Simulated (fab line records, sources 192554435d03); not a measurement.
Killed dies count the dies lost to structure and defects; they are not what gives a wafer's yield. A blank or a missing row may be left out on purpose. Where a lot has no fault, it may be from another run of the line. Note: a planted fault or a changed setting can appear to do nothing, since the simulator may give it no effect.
fab line records -- flow n5Finfet -- part 1 of 2: steps 1 to 4 of 6
record: lots: 21, wafers: 63, lastDay: 19
route steps=1938 shown HKMG_FIN@454 GATE_CUT@492
lots that met no fault: from a run of the same line without faults
startH: start of the lot's first displayed wafer, in hours after the record's first day -- waitH: how many hours have passed since the lot's step before this one -- " same as the row above -- L1.1+2: several wafers, shown together as one row -- - no value, or no start was given -- * or withheld: withheld -- < > ~ a bound
route shown NAME@n: a module of which the file shows steps, and the number in the route of the first -- usual: mean/standard deviation taken from wafers without a fault -- same: alike in all rows -- chamber/n: place in a boat -- sites: readings site by site -- _std_site: standard deviation across them -- _edge_site: inner sites' mean taken away from outer sites' mean -- radiusMm: how far each site lies from the wafer's centre -- mask NAME#n: copy n -- behind: tool/chamber where the wafer was last shaped -- hold: why the lot went on hold/how many hours it stayed there/how the hold came to an end -- device: the transistor (n, p or np) that didn't switch -- end of line: tests run on the same wafers once the route is complete -- a step given without rows: its recipe and nothing more -- killed: dies that structure and defects cost at the first sort, which is not the same as the wafer's yield -- map: dies across one wafer; x = killed, . = not, _ = none there
set.NAME: the setting the step ran with; set.NAME@STEP: the setting that earlier step ran with -- model.NAME: the simulator's own value behind a step, which no gauge read
one table for each step of the route and one row for each wafer, over a sample of lots
services: a tool's chamber out of use, with start hour (startH, from the record's first day; less than 0 if before it), hours out, and reason
== steps ==
step: N5_HKMG_FIN_ETCHBACK_68
recipe: chemistry: Cl2/Ar, stopOn: HfO2, targetDepthA: 5, pressureMtorr: 10, icpW: 600, biasW: 60, Cl2_flow_sccm: 40, Ar_flow_sccm: 60
usual: drypumpMotorCurrentA: 5.6/0.58, oesProductAu: 0.72/0.094, throttleValvePct: 20.86/0.2
lot.wafer,tool,chamber,startH,waitH,drypumpMotorCurrentA,oesProductAu,rfHoursCounterH,throttleValvePct
L074.1,rieMetal-03,0,78.24,0.0,5.3,0.63,118,21.04
L074.3,rieMetal-03,1,78.24,0.0,5.1,0.79,-,20.63
L074.5,rieMetal-03,1,78.24,0.0,5.1,0.79,-,20.62
L075.1,rieMetal-03,0,88.98,0.0,5.3,0.62,119,21.03
L075.4,rieMetal-03,1,88.98,0.0,5.1,0.79,-,20.62
L075.6,rieMetal-03,0,88.98,0.0,5.3,0.59,-,21.08
L076.2,rieMetal-03,0,93.62,0.0,5.3,0.63,119,21.02
L076.3,rieMetal-03,0,93.62,0.0,5.3,0.63,-,21.01
L076.6,rieMetal-03,1,93.62,0.0,5.1,0.78,-,20.64
L078.1,rieMetal-01,0,105.62,0.0,6.7,0.69,39,21.21
L078.3,rieMetal-01,0,105.62,0.0,6.7,0.78,-,21.10
L078.6,rieMetal-01,1,105.62,0.0,5.1,0.63,-,20.87
L079.2,rieMetal-01,1,108.13,0.0,5.1,0.63,104,20.86
L079.3,rieMetal-01,0,108.13,0.0,6.7,0.77,-,21.10
L079.5,rieMetal-01,1,108.13,0.0,5.1,0.63,-,20.86
L081.1,rieMetal-02,1,118.05,0.0,5.9,0.66,97,20.94
L081.4,rieMetal-02,1,118.05,0.0,5.9,0.65,-,20.93
L081.6,rieMetal-02,1,118.05,0.0,5.9,0.66,-,20.95
L082.1,rieMetal-01,0,128.91,0.0,6.8,0.77,40,21.11
L082.3,rieMetal-01,0,128.91,0.0,6.7,0.78,-,21.11
L082.6,rieMetal-01,0,128.91,0.0,6.7,0.78,-,21.12
L083.1,rieMetal-02,1,133.51,0.0,5.9,0.65,98,20.94
L083.2,rieMetal-02,0,133.51,0.0,5.6,0.87,11,20.55
L083.3,rieMetal-02,1,133.51,0.0,5.9,0.65,-,20.94
L084.3,rieMetal-02,0,141.10,0.1,5.7,0.88,-,20.54
L084.4,rieMetal-02,1,141.10,0.1,5.9,0.65,-,20.93
L084.6,rieMetal-02,1,141.10,0.1,5.9,0.66,-,20.94
L085.3,rieMetal-03,1,147.60,0.1,5.1,0.78,-,20.63
L085.5,rieMetal-03,1,147.60,0.1,5.1,0.77,-,20.64
L085.6,rieMetal-03,0,147.60,0.1,5.3,0.62,-,21.04
L086.1,rieMetal-03,0,151.74,0.0,5.3,0.62,122,21.06
L086.4,rieMetal-03,0,151.74,0.0,5.3,0.61,-,21.04
L086.5,rieMetal-03,0,151.74,0.0,5.3,0.62,-,21.06
L088.3,rieMetal-02,1,167.58,0.1,5.9,0.65,-,20.95
L088.5,rieMetal-02,0,167.58,0.1,5.7,0.86,-,20.58
L088.6,rieMetal-02,1,167.58,0.1,5.9,0.65,-,20.96
L089.2,rieMetal-01,1,169.72,0.0,5.1,0.62,108,20.87
L089.3,rieMetal-01,0,169.72,0.0,6.7,0.77,-,21.12
L089.5,rieMetal-01,0,169.72,0.0,6.7,0.77,-,21.10
L090.1,rieMetal-03,1,177.00,0.0,5.1,0.77,44,20.64
L090.3,rieMetal-03,0,177.00,0.0,5.3,0.61,-,21.05
L090.6,rieMetal-03,1,177.00,0.0,5.1,0.77,-,20.64
L091.1,rieMetal-02,0,182.40,0.0,5.6,0.87,14,20.55
L091.4,rieMetal-02,1,182.40,0.0,5.9,0.65,-,20.94
L091.6,rieMetal-02,1,182.40,0.0,5.9,0.65,-,20.95
L092.2,rieMetal-01,1,188.75,0.0,5.1,0.62,110,20.87
L092.3,rieMetal-01,0,188.75,0.0,6.7,0.77,-,21.13
L092.6,rieMetal-01,1,188.75,0.0,5.1,0.62,-,20.88
L093.1,rieMetal-02,0,192.64,0.0,5.7,0.86,15,20.56
L093.3,rieMetal-02,1,192.64,0.0,5.9,0.64,-,20.97
L093.5,rieMetal-02,1,192.64,0.0,5.9,0.65,-,20.94
L094.3,rieMetal-01,0,202.52,0.1,6.7,0.76,-,21.13
L094.5,rieMetal-01,1,202.52,0.1,5.1,0.62,-,20.89
L094.6,rieMetal-01,0,202.52,0.1,6.7,0.76,-,21.11
L095.2,rieMetal-02,1,205.01,0.0,5.9,0.64,103,20.97
L095.4,rieMetal-02,0,205.01,0.0,5.7,0.85,-,20.59
L095.5,rieMetal-02,0,205.01,0.0,5.7,0.85,-,20.58
L096.3,rieMetal-03,0,210.29,0.1,5.3,0.61,-,21.05
L096.4,rieMetal-03,1,210.29,0.1,5.1,0.76,-,20.65
L096.5,rieMetal-03,0,210.29,0.1,5.3,0.61,-,21.05
L097.1,rieMetal-02,0,215.37,0.0,5.7,0.85,17,20.57
L097.3,rieMetal-02,1,215.37,0.0,5.9,0.65,-,20.97
L097.4,rieMetal-02,0,215.37,0.0,5.7,0.84,-,20.56
step: N5_GATE_CUT_ETCH_36
recipe: chemistry: CF4, target: SiARC, targetDepthA: 130, maskMaterial: CAR-EUV, timeS: 21.7, ionEnergyEv: 80, pressureMtorr: 40, sourceW: 545, biasW: 36, Ar_flow_sccm: 100, cf4FlowSccm: 100, ends: cleared
usual: drypumpMotorCurrentA: 5.8/0.4, etchRfOnTimeS: 21.8/0.48, oesProductAu: 0.66/0.081, rfVppV: 184.4/1.2, showerheadPlenumPTorr: 2.17/0.066, throttleValvePct: 15.70/0.2
lot.wafer,tool,chamber,startH,waitH,drypumpMotorCurrentA,etchRfOnTimeS,oesProductAu,rfHoursCounterH,rfVppV,showerheadPlenumPTorr,throttleValvePct
L074.1,rieDiel-01,0,83.78,0.0,6.3,21.9,0.77,25,183.2,2.19,15.72
L074.3,rieDiel-01,2,83.78,0.0,5.9,22.0,0.61,231,181.9,2.02,15.83
L074.5,rieDiel-01,0,83.78,0.0,6.3,21.7,0.77,-,183.3,2.19,15.74
L075.1,rieDiel-02,1,94.63,0.0,5.7,22.6,0.57,242,183.9,2.21,15.78
L075.4,rieDiel-02,0,94.63,0.0,5.5,22.7,0.65,140,183.8,2.23,15.98
L075.6,rieDiel-02,1,94.63,0.0,5.7,22.8,0.56,-,185.9,2.21,15.78
L076.2,rieDiel-05,1,99.79,0.0,6.0,21.8,0.67,116,184.2,2.15,15.60
L076.3,rieDiel-05,2,99.79,0.0,5.0,21.5,0.66,150,182.8,2.07,15.51
L076.6,rieDiel-05,2,99.79,0.0,5.0,21.5,0.66,-,181.6,2.07,15.49
L078.1,rieDiel-05,3,111.15,0.0,5.8,21.5,0.60,216,185.9,2.20,15.87
L078.3,rieDiel-05,0,111.15,0.0,6.1,22.4,0.60,196,185.8,2.22,15.82
L078.6,rieDiel-05,0,111.15,0.0,6.1,22.3,0.60,-,184.0,2.22,15.83
L079.2,rieDiel-05,3,113.66,0.0,5.7,21.4,0.61,217,186.2,2.20,15.86
L079.3,rieDiel-05,2,113.66,0.0,5.0,21.7,0.65,153,184.7,2.06,15.52
L079.5,rieDiel-05,0,113.66,0.0,6.1,22.4,0.60,-,185.7,2.22,15.82
L081.1,rieDiel-05,1,123.62,0.0,6.0,21.8,0.67,120,183.9,2.15,15.61
L081.4,rieDiel-05,3,123.62,0.0,5.8,21.6,0.59,219,185.3,2.20,15.87
L081.6,rieDiel-05,3,123.62,0.0,5.8,21.6,0.60,-,184.2,2.20,15.85
L082.1,rieDiel-05,2,134.57,0.0,5.0,21.4,0.65,157,183.4,2.06,15.52
L082.3,rieDiel-05,1,134.57,0.0,6.0,21.7,0.67,123,186.0,2.15,15.62
L082.6,rieDiel-05,0,134.57,0.0,6.1,22.1,0.60,-,183.9,2.22,15.86
L083.1,rieDiel-02,2,139.14,0.0,6.2,22.4,0.59,202,182.7,2.13,15.59
L083.2,rieDiel-02,0,139.14,0.0,5.5,22.2,0.64,149,184.4,2.22,16.00
L083.3,rieDiel-02,3,139.14,0.0,6.2,21.2,0.81,13,187.9,2.26,15.36
L084.3,rieDiel-02,0,146.71,0.0,5.5,22.4,0.65,152,185.0,2.22,15.98
L084.4,rieDiel-02,3,146.71,0.0,6.3,21.0,0.80,-,185.6,2.26,15.37
L084.6,rieDiel-02,0,146.71,0.0,5.5,22.5,0.64,-,185.5,2.22,16.00
L085.3,rieDiel-01,2,153.55,0.0,5.8,22.0,0.59,246,181.3,2.02,15.86
L085.5,rieDiel-01,3,153.55,0.0,5.8,21.7,0.76,-,184.1,2.18,15.63
L085.6,rieDiel-01,0,153.55,0.0,6.4,21.8,0.74,-,183.8,2.18,15.77
L086.1,rieDiel-01,3,157.40,0.0,5.8,21.6,0.75,46,184.7,2.18,15.62
L086.4,rieDiel-01,2,157.40,0.0,5.8,21.8,0.60,246,182.0,2.02,15.87
L086.5,rieDiel-01,3,157.40,0.0,5.8,21.7,0.75,-,183.8,2.18,15.63
L088.3,rieDiel-05,3,173.12,0.0,5.7,21.6,0.59,232,184.4,2.20,15.89
L088.5,rieDiel-05,0,173.12,0.0,6.1,22.5,0.59,-,186.2,2.22,15.87
L088.6,rieDiel-05,1,173.12,0.0,6.0,21.8,0.66,-,184.4,2.14,15.63
L089.2,rieDiel-02,3,176.26,0.0,6.3,21.3,0.79,23,184.6,2.26,15.38
L089.3,rieDiel-02,1,176.26,0.0,5.7,21.4,0.80,7,184.1,2.20,15.37
L089.5,rieDiel-02,0,176.26,0.0,5.5,22.3,0.64,-,184.5,2.22,16.02
L090.1,rieDiel-05,3,182.87,0.0,5.8,21.9,0.59,236,184.6,2.19,15.89
L090.3,rieDiel-05,1,182.87,0.0,6.0,21.7,0.65,135,185.3,2.14,15.63
L090.6,rieDiel-05,3,182.87,0.0,5.8,21.7,0.60,-,185.9,2.19,15.89
L091.1,rieDiel-02,2,188.41,0.0,6.2,22.1,0.58,212,183.1,2.12,15.59
L091.4,rieDiel-02,1,188.41,0.0,5.7,21.4,0.80,12,184.8,2.20,15.36
L091.6,rieDiel-02,3,188.41,0.0,6.3,20.9,0.78,-,184.4,2.26,15.38
L092.2,rieDiel-01,3,194.53,0.0,5.8,21.2,0.74,61,183.9,2.18,15.66
L092.3,rieDiel-01,2,194.53,0.0,5.8,20.6,0.87,2,185.0,2.27,15.38
L092.6,rieDiel-01,2,194.53,0.0,5.8,20.6,0.88,-,184.5,2.27,15.39
L093.1,rieDiel-01,3,198.45,0.0,5.9,21.6,0.73,63,182.9,2.18,15.67
L093.3,rieDiel-01,2,198.45,0.0,5.8,20.8,0.87,4,185.5,2.27,15.38
L093.5,rieDiel-01,2,198.45,0.0,5.8,21.0,0.86,-,185.7,2.27,15.39
L094.3,rieDiel-01,2,208.22,0.0,5.8,21.1,0.84,-,186.1,2.27,15.40
L094.5,rieDiel-01,0,208.22,0.0,6.3,21.6,0.72,-,183.9,2.18,15.80
L094.6,rieDiel-01,2,208.22,0.0,5.8,21.0,0.84,-,184.1,2.27,15.40
L095.2,rieDiel-05,3,210.68,0.0,5.8,21.5,0.59,243,185.5,2.19,15.91
L095.4,rieDiel-05,2,210.68,0.0,5.0,21.5,0.63,180,182.5,2.06,15.58
L095.5,rieDiel-05,1,210.68,0.0,6.0,21.8,0.64,-,185.7,2.14,15.65
L096.3,rieDiel-05,3,215.94,0.0,5.8,21.7,0.58,245,185.5,2.19,15.92
L096.4,rieDiel-05,0,215.94,0.0,6.1,22.5,0.58,224,183.5,2.22,15.89
L096.5,rieDiel-05,1,215.94,0.0,6.0,21.7,0.65,-,183.8,2.14,15.67
L097.1,rieDiel-05,1,221.39,0.0,6.0,21.8,0.64,146,182.6,2.14,15.65
L097.3,rieDiel-05,0,221.39,0.0,6.1,22.3,0.58,225,183.7,2.21,15.88
L097.4,rieDiel-05,3,221.39,0.0,5.8,21.8,0.58,246,183.6,2.19,15.92
step: N5_GATE_CUT_ETCH_37
recipe: chemistry: N2/H2, target: SOC, targetDepthA: 600, overetchA: 120, maskMaterial: SiARC, tempC: 40, timeS: 90, ionEnergyEv: 200, pressureMtorr: 30, sourceW: 840, biasW: 150, n2FlowSccm: 200, h2FlowSccm: 200
usual: drypumpMotorCurrentA: 5.8/0.4, h2FlowSccm: 200.0/0.68, oesProductAu: 0.70/0.079, rfVppV: 524.8/2.3, showerheadPlenumPTorr: 2.58/0.089, throttleValvePct: 17.86/0.22
lot.wafer,tool,chamber,startH,waitH,drypumpMotorCurrentA,h2FlowSccm,oesProductAu,rfHoursCounterH,rfVppV,showerheadPlenumPTorr,throttleValvePct
L074.1,rieDiel-01,0,83.80,0.0,6.3,199.2,0.81,25,526.1,2.61,18.04
L074.3,rieDiel-01,2,83.80,0.0,5.8,199.8,0.63,231,520.9,2.39,17.90
L074.5,rieDiel-01,0,83.80,0.0,6.3,199.2,0.81,-,525.4,2.61,18.04
L075.1,rieDiel-02,1,94.66,0.0,5.7,200.8,0.61,242,524.8,2.61,17.90
L075.4,rieDiel-02,0,94.66,0.0,5.4,200.5,0.69,140,527.0,2.65,18.20
L075.6,rieDiel-02,1,94.66,0.0,5.7,200.1,0.61,-,525.1,2.61,17.91
L076.2,rieDiel-05,1,99.81,0.0,6.0,199.4,0.70,116,523.4,2.54,17.69
L076.3,rieDiel-05,2,99.81,0.0,5.0,200.1,0.68,150,521.4,2.42,17.55
L076.6,rieDiel-05,2,99.81,0.0,5.0,199.9,0.69,-,521.0,2.42,17.57
L078.1,rieDiel-05,3,111.18,0.0,5.8,198.8,0.63,216,526.3,2.61,17.95
L078.3,rieDiel-05,0,111.18,0.0,6.1,201.2,0.64,196,527.4,2.63,18.01
L078.6,rieDiel-05,0,111.18,0.0,6.1,200.9,0.64,-,525.9,2.63,18.00
L079.2,rieDiel-05,3,113.68,0.0,5.8,199.1,0.63,217,527.1,2.61,17.97
L079.3,rieDiel-05,2,113.68,0.0,5.0,200.1,0.68,153,522.5,2.42,17.58
L079.5,rieDiel-05,0,113.68,0.0,6.1,199.7,0.63,-,526.2,2.63,18.01
L081.1,rieDiel-05,1,123.65,0.0,6.0,198.6,0.69,120,523.0,2.54,17.71
L081.4,rieDiel-05,3,123.65,0.0,5.7,200.4,0.63,219,527.1,2.61,17.96
L081.6,rieDiel-05,3,123.65,0.0,5.8,200.4,0.63,-,526.1,2.61,17.98
L082.1,rieDiel-05,2,134.60,0.0,5.0,200.0,0.68,158,521.2,2.42,17.57
L082.3,rieDiel-05,1,134.60,0.0,6.0,200.2,0.69,123,525.7,2.54,17.72
L082.6,rieDiel-05,0,134.60,0.0,6.1,200.8,0.63,-,526.7,2.62,18.01
L083.1,rieDiel-02,2,139.17,0.0,6.2,200.6,0.63,202,522.8,2.53,17.81
L083.2,rieDiel-02,0,139.17,0.0,5.5,200.5,0.69,150,526.4,2.65,18.20
L083.3,rieDiel-02,3,139.17,0.0,6.3,199.9,0.83,13,527.8,2.71,17.72
L084.3,rieDiel-02,0,146.73,0.0,5.5,200.1,0.69,152,527.4,2.65,18.21
L084.4,rieDiel-02,3,146.73,0.0,6.2,200.7,0.83,-,529.1,2.71,17.74
L084.6,rieDiel-02,0,146.73,0.0,5.5,199.5,0.68,-,527.1,2.65,18.21
L085.3,rieDiel-01,2,153.57,0.0,5.8,199.7,0.63,246,519.0,2.38,17.91
L085.5,rieDiel-01,3,153.57,0.0,5.8,200.8,0.78,-,523.6,2.58,17.72
L085.6,rieDiel-01,0,153.57,0.0,6.3,200.6,0.79,-,525.2,2.61,18.05
L086.1,rieDiel-01,3,157.42,0.0,5.8,199.7,0.79,46,523.4,2.58,17.72
L086.4,rieDiel-01,2,157.42,0.0,5.9,200.5,0.62,246,520.5,2.38,17.93
L086.5,rieDiel-01,3,157.42,0.0,5.8,198.6,0.79,-,524.5,2.58,17.71
L088.3,rieDiel-05,3,173.15,0.0,5.8,199.6,0.62,232,526.4,2.60,18.00
L088.5,rieDiel-05,0,173.15,0.0,6.1,200.4,0.63,-,525.7,2.62,18.05
L088.6,rieDiel-05,1,173.15,0.0,6.0,198.7,0.68,-,524.8,2.54,17.73
L089.2,rieDiel-02,3,176.29,0.0,6.3,200.0,0.82,23,529.0,2.71,17.75
L089.3,rieDiel-02,1,176.29,0.0,5.7,199.7,0.84,7,525.3,2.60,17.55
L089.5,rieDiel-02,0,176.29,0.0,5.5,200.5,0.67,-,528.1,2.64,18.22
L090.1,rieDiel-05,3,182.90,0.0,5.8,200.9,0.62,236,527.0,2.60,17.98
L090.3,rieDiel-05,1,182.90,0.0,6.0,199.7,0.68,135,524.4,2.54,17.73
L090.6,rieDiel-05,3,182.90,0.0,5.7,200.7,0.62,-,525.8,2.60,18.00
L091.1,rieDiel-02,2,188.43,0.0,6.2,200.6,0.62,212,522.8,2.53,17.82
L091.4,rieDiel-02,1,188.43,0.0,5.7,199.7,0.82,12,525.1,2.60,17.57
L091.6,rieDiel-02,3,188.43,0.0,6.3,199.7,0.80,-,527.4,2.70,17.75
L092.2,rieDiel-01,3,194.56,0.0,5.8,201.5,0.76,61,524.7,2.57,17.75
L092.3,rieDiel-01,2,194.56,0.0,5.9,200.1,0.89,2,528.1,2.69,17.45
L092.6,rieDiel-01,2,194.56,0.0,5.8,199.5,0.89,-,527.4,2.69,17.47
L093.1,rieDiel-01,3,198.47,0.0,5.9,199.8,0.76,63,524.2,2.57,17.75
L093.3,rieDiel-01,2,198.47,0.0,5.8,200.4,0.89,4,528.5,2.69,17.47
L093.5,rieDiel-01,2,198.47,0.0,5.8,199.9,0.89,-,528.1,2.69,17.47
L094.3,rieDiel-01,2,208.28,0.0,5.9,198.8,0.86,-,528.6,2.69,17.49
L094.5,rieDiel-01,0,208.28,0.0,6.3,199.9,0.75,-,525.2,2.60,18.11
L094.6,rieDiel-01,2,208.28,0.0,5.8,200.2,0.87,-,526.9,2.69,17.48
L095.2,rieDiel-05,3,210.71,0.0,5.8,200.5,0.61,243,525.7,2.60,18.02
L095.4,rieDiel-05,2,210.71,0.0,5.0,199.8,0.66,180,521.5,2.41,17.62
L095.5,rieDiel-05,1,210.71,0.0,6.0,199.9,0.68,-,524.0,2.53,17.73
L096.3,rieDiel-05,3,215.97,0.0,5.8,199.8,0.62,245,525.3,2.60,18.02
L096.4,rieDiel-05,0,215.97,0.0,6.1,200.6,0.62,224,525.3,2.61,18.06
L096.5,rieDiel-05,1,215.97,0.0,6.0,200.4,0.69,-,523.8,2.53,17.75
L097.1,rieDiel-05,1,221.41,0.0,6.0,201.1,0.67,146,523.1,2.53,17.74
L097.3,rieDiel-05,0,221.41,0.0,6.1,199.3,0.62,225,525.2,2.61,18.06
L097.4,rieDiel-05,3,221.41,0.0,5.8,199.3,0.61,246,525.2,2.59,18.03
step: N5_GATE_CUT_CUT_ETCH_53
recipe: chemistry: SF6/Cl2, target: W, maskMaterial: SiO2, targetDepthA: 792, pressureMtorr: 8, icpW: 900, biasW: 80, SF6_flow_sccm: 40, Cl2_flow_sccm: 60, ends: cleared
usual: drypumpMotorCurrentA: 5.7/0.48, etchRfOnTimeS: 26.7/0.66, oesProductAu: 0.66/0.09, throttleValvePct: 28.81/0.29
lot.wafer,tool,chamber,startH,waitH,drypumpMotorCurrentA,etchRfOnTimeS,oesProductAu,rfHoursCounterH,throttleValvePct
L074.1,rieMetal-01,1,84.12,0.1,5.0,26.2,0.58,102,28.82
L074.3,rieMetal-01,0,84.12,0.1,6.7,26.0,0.72,-,29.32
L074.5,rieMetal-01,1,84.12,0.1,5.0,26.1,0.58,-,28.83
L075.1,rieMetal-03,1,94.97,0.1,5.1,25.4,0.72,39,28.88
L075.4,rieMetal-03,0,94.97,0.1,5.3,26.8,0.56,-,28.87
L075.6,rieMetal-03,1,94.97,0.1,5.1,25.5,0.73,-,28.87
L076.2,rieMetal-02,0,100.13,0.1,5.7,27.0,0.80,9,28.35
L076.3,rieMetal-02,0,100.13,0.1,5.6,27.2,0.80,-,28.39
L076.6,rieMetal-02,1,100.13,0.1,5.9,27.3,0.59,-,28.99
L078.1,rieMetal-01,0,111.49,0.1,6.7,26.2,0.71,39,29.31
L078.3,rieMetal-01,0,111.49,0.1,6.7,26.3,0.71,-,29.32
L078.6,rieMetal-01,1,111.49,0.1,5.0,26.3,0.57,-,28.84
L079.2,rieMetal-01,1,114.00,0.1,5.1,26.3,0.57,105,28.84
L079.3,rieMetal-01,1,114.00,0.1,5.1,26.5,0.58,-,28.85
L079.5,rieMetal-01,0,114.00,0.1,6.7,26.3,0.71,-,29.33
L081.1,rieMetal-01,0,123.96,0.1,6.7,26.2,0.71,40,29.32
L081.4,rieMetal-01,1,123.96,0.1,5.1,26.2,0.57,-,28.84
L081.6,rieMetal-01,1,123.96,0.1,5.1,26.3,0.58,-,28.83
L082.1,rieMetal-03,1,134.91,0.1,5.1,25.5,0.72,41,28.87
L082.3,rieMetal-03,1,134.91,0.1,5.1,25.4,0.72,-,28.89
L082.6,rieMetal-03,1,134.91,0.1,5.1,25.4,0.72,-,28.87
L083.1,rieMetal-02,1,139.48,0.1,5.9,26.8,0.60,98,28.98
L083.2,rieMetal-02,0,139.48,0.1,5.7,26.6,0.80,12,28.37
L083.3,rieMetal-02,0,139.48,0.1,5.7,27.0,0.78,-,28.38
L084.3,rieMetal-01,0,147.07,0.1,6.7,25.9,0.71,-,29.33
L084.4,rieMetal-01,1,147.07,0.1,5.1,25.8,0.58,-,28.84
L084.6,rieMetal-01,1,147.07,0.1,5.1,26.0,0.57,-,28.84
L085.3,rieMetal-02,1,153.90,0.1,6.0,27.3,0.59,-,28.99
L085.5,rieMetal-02,1,153.90,0.1,5.9,27.3,0.59,-,28.99
L085.6,rieMetal-02,0,153.90,0.1,5.6,26.7,0.79,-,28.39
L086.1,rieMetal-02,0,157.73,0.1,5.7,26.8,0.79,12,28.40
L086.4,rieMetal-02,1,157.73,0.1,5.9,27.4,0.58,-,28.96
L086.5,rieMetal-02,1,157.73,0.1,5.9,27.8,0.58,-,28.95
L088.3,rieMetal-02,1,173.48,0.1,5.9,27.6,0.58,-,28.98
L088.5,rieMetal-02,1,173.48,0.1,6.0,27.7,0.58,-,28.99
L088.6,rieMetal-02,0,173.48,0.1,5.6,26.9,0.79,-,28.39
L089.2,rieMetal-03,0,176.60,0.1,5.3,27.4,0.56,124,28.89
L089.3,rieMetal-03,1,176.60,0.1,5.1,25.4,0.72,-,28.88
L089.5,rieMetal-03,0,176.60,0.1,5.3,27.4,0.56,-,28.88
L090.1,rieMetal-02,0,183.21,0.1,5.7,26.6,0.79,14,28.39
L090.3,rieMetal-02,0,183.21,0.1,5.6,26.7,0.79,-,28.39
L090.6,rieMetal-02,1,183.21,0.1,5.9,27.2,0.59,-,28.98
L091.1,rieMetal-02,0,188.75,0.1,5.6,26.8,0.78,15,28.38
L091.4,rieMetal-02,1,188.75,0.1,6.0,27.0,0.59,-,28.98
L091.6,rieMetal-02,1,188.75,0.1,5.9,27.2,0.58,-,28.99
L092.2,rieMetal-03,1,194.88,0.1,5.1,25.5,0.71,46,28.87
L092.3,rieMetal-03,1,194.88,0.1,5.1,25.0,0.71,-,28.88
L092.6,rieMetal-03,1,194.88,0.1,5.1,25.1,0.72,-,28.89
L093.1,rieMetal-02,0,198.79,0.1,5.7,27.0,0.76,16,28.39
L093.3,rieMetal-02,1,198.79,0.1,5.9,27.4,0.59,-,28.98
L093.5,rieMetal-02,0,198.79,0.1,5.7,27.0,0.77,-,28.38
L094.3,rieMetal-02,0,208.73,0.1,5.7,26.7,0.77,-,28.40
L094.5,rieMetal-02,0,208.73,0.1,5.6,26.6,0.77,-,28.39
L094.6,rieMetal-02,1,208.73,0.1,5.9,27.3,0.58,-,28.98
L095.2,rieMetal-03,1,211.02,0.1,5.1,25.4,0.71,48,28.89
L095.4,rieMetal-03,0,211.02,0.1,5.3,27.3,0.55,-,28.89
L095.5,rieMetal-03,1,211.02,0.1,5.2,25.5,0.70,-,28.87
L096.3,rieMetal-02,0,216.31,0.1,5.7,26.9,0.76,-,28.39
L096.4,rieMetal-02,1,216.31,0.1,5.9,27.5,0.58,-,28.97
L096.5,rieMetal-02,1,216.31,0.1,5.9,27.5,0.58,-,29.01
L097.1,rieMetal-02,1,221.72,0.1,5.9,27.4,0.58,104,28.98
L097.3,rieMetal-02,0,221.72,0.1,5.7,26.5,0.77,-,28.38
L097.4,rieMetal-02,1,221.72,0.1,5.9,27.4,0.58,-,28.98
